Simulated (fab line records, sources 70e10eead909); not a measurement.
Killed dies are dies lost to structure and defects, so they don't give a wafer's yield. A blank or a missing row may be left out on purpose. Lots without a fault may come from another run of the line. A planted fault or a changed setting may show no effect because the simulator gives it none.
Which tool did it? | flow nand_harc | 12 lots, 36 wafers sampled, at 3 steps of a route of 1302

WHAT THE GAUGES READ, wafer by wafer
NHARC_A_CONTACT_INSPECT_10.
lot  | measured     | on                | raw_defect_count
L074 | day 22 06:35 | defect_inspect-01 | 123 122 107
L078 | day 23 22:01 | defect_inspect-02 | 114 130 112
L079 | day 24 14:54 | defect_inspect-01 | 114 98 108
L082 | day 25 18:26 | defect_inspect-01 | 66 79 81
L083 | day 26 02:42 | defect_inspect-01 | 66 67 77
L087 | day 27 01:03 | defect_inspect-01 | 132 144 136
L085 | day 27 07:27 | defect_inspect-01 | 81 76 85
L089 | day 28 17:41 | defect_inspect-01 | 53 72 69
L088 | day 29 09:14 | defect_inspect-02 | 109 106 92
L092 | day 30 02:56 | defect_inspect-01 | 68 78 79
L096 | day 31 06:58 | defect_inspect-01 | 58 73 59
L097 | day 31 22:55 | defect_inspect-01 | 80 71 59

WHICH TOOL RAN EACH LOT (tool, then ch and the chambers of the sampled wafers, then the start)
lot  | NHARC_A_CONTACT_ETCH_133             | NHARC_A_CONTACT_DEP_85
L074 | har_cap_etch-02 ch 0,1, day 22 02:03 | pecvd-04 ch 1,2, day 22 05:47
L078 | har_cap_etch-02 ch 0,1, day 23 17:07 | pecvd-04 ch 0,2, day 23 21:09
L079 | har_cap_etch-01 ch 0,1, day 24 07:02 | pecvd-02 ch 0,1,2, day 24 14:07
L082 | har_cap_etch-03 ch 0,1, day 25 13:36 | pecvd-04 ch 0,2, day 25 17:46
L083 | har_cap_etch-03 ch 0,1, day 25 21:35 | pecvd-03 ch 0,1, day 26 01:56
L087 | har_cap_etch-01 ch 0,1, day 26 16:53 | pecvd-02 ch 0,1,2, day 27 00:14
L085 | har_cap_etch-02 ch 0,1, day 27 02:58 | pecvd-04 ch 0,1,2, day 27 06:38
L089 | har_cap_etch-01 ch 0,1, day 28 13:11 | pecvd-04 ch 0,1, day 28 16:55
L088 | har_cap_etch-03 ch 1, day 29 00:36   | pecvd-03 ch 0,1,2, day 29 08:34
L092 | har_cap_etch-02 ch 0,1, day 29 21:24 | pecvd-04 ch 0,1,2, day 30 02:06
L096 | har_cap_etch-03 ch 0,1, day 31 01:17 | pecvd-04 ch 1,2, day 31 06:10
L097 | har_cap_etch-02 ch 0,1, day 31 13:38 | pecvd-03 ch 1,2, day 31 22:01
- NHARC_A_CONTACT_ETCH_133: etches the open film in C4F8/O2/Ar, time 374 s, target depth 1610 nm.
- NHARC_A_CONTACT_DEP_85: deposits SiON, target thk 60 nm.

THE ANSWER, worked out from the rows above alone
Rule: what is usual is taken from the lots themselves. Put in order of their means at a reading, lots are off if they are a third of the lots or fewer, leave a main group of 4 or more, and stand apart from it by a gap of 3 or more times the standard deviation of the main group's means; of several such gaps the widest counts. A main group whose means are all the same, to the digits that the tables above print for the reading, isn't used. A lot without any number at a reading at which 4 lots or more have one is off too. The other lots that the step has rows for count as sound.
No lot is off at any reading shown: from this, nothing can be told.

WHAT THE SIMULATOR HAD PUT IN
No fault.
